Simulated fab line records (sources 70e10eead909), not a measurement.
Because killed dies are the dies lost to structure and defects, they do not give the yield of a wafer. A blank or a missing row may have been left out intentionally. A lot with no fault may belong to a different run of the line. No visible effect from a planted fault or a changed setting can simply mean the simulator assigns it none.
What tool caused it? || flow nandHarc || Sampling: 6 lots, 18 wafers, 3 of 1159 route steps

WHAT THE GAUGES SHOWED, per wafer
NHARC_END_SORT_01.
{"lot": "L971", "measured": "day 22 04:25", "on": "prober-02", "sort_bin_3_pct (%)": "0 0.15 0.15"}
{"lot": "L973", "measured": "day 22 10:20", "on": "prober-01", "sort_bin_3_pct (%)": "0 0 0.30"}
{"lot": "L982", "measured": "day 25 11:17", "on": "prober-02", "sort_bin_3_pct (%)": "0.59 0.15 0.15"}

WHAT TOOL EACH LOT RAN ON (gives the tool, then ch and the chambers of the sampled wafers, and finally the start)
{"lot": "L962", "NHARC_A_BONDPAD_DEP_00": "pecvd-01 ch 0,1,2, day 18 04:37", "NHARC_A_BONDPAD_ETCH_24": "rieDiel-03 ch 0,1,2, day 18 06:33"}
{"lot": "L966", "NHARC_A_BONDPAD_DEP_00": "pecvd-01 ch 0,1,2, day 20 01:04", "NHARC_A_BONDPAD_ETCH_24": "rieDiel-11 ch 0,2,3, day 20 02:58"}
{"lot": "L971", "NHARC_A_BONDPAD_DEP_00": "pecvd-03 ch 1,2, day 20 15:49", "NHARC_A_BONDPAD_ETCH_24": "rieDiel-03 ch 0,2,3, day 20 17:53"}
{"lot": "L973", "NHARC_A_BONDPAD_DEP_00": "pecvd-01 ch 0,1,2, day 20 20:08 or earlier", "NHARC_A_BONDPAD_ETCH_24": "rieDiel-03 ch 2,3, day 20 21:29"}
{"lot": "L983", "NHARC_A_BONDPAD_DEP_00": "pecvd-03 ch 0,1, day 23 20:01", "NHARC_A_BONDPAD_ETCH_24": "rieDiel-13 ch 0,2,3, day 23 21:58"}
{"lot": "L982", "NHARC_A_BONDPAD_DEP_00": "pecvd-02 ch 0,2, day 24 00:34 or earlier", "NHARC_A_BONDPAD_ETCH_24": "rieDiel-03 ch 0,2,3, day 24 01:45"}
- NHARC_A_BONDPAD_DEP_00: deposits SiCN, target thk 250 nm.
- NHARC_A_BONDPAD_ETCH_24: etches the open film in CF4/N2, target depth 30 nm, time 72.99 s.

THE ANSWER, worked out from the rows above alone
Rule: the usual values come from the lots themselves. Put in order of their means at a reading, lots are off if they are a third of the lots or fewer, leave a main group of 4 or more, and stand apart from it by a gap of 3 or more times the standard deviation of the main group's means; of several such gaps the widest counts. The tables above print the reading to a certain number of digits; a main group whose means all agree to those digits is not used. Also off: a lot with no number at a reading for which 4 or more lots have one. The other lots that the step has rows for count as sound.
Across all readings shown, no lot is off: no conclusion can be drawn from this.

WHAT THE SIMULATOR HAD INSERTED
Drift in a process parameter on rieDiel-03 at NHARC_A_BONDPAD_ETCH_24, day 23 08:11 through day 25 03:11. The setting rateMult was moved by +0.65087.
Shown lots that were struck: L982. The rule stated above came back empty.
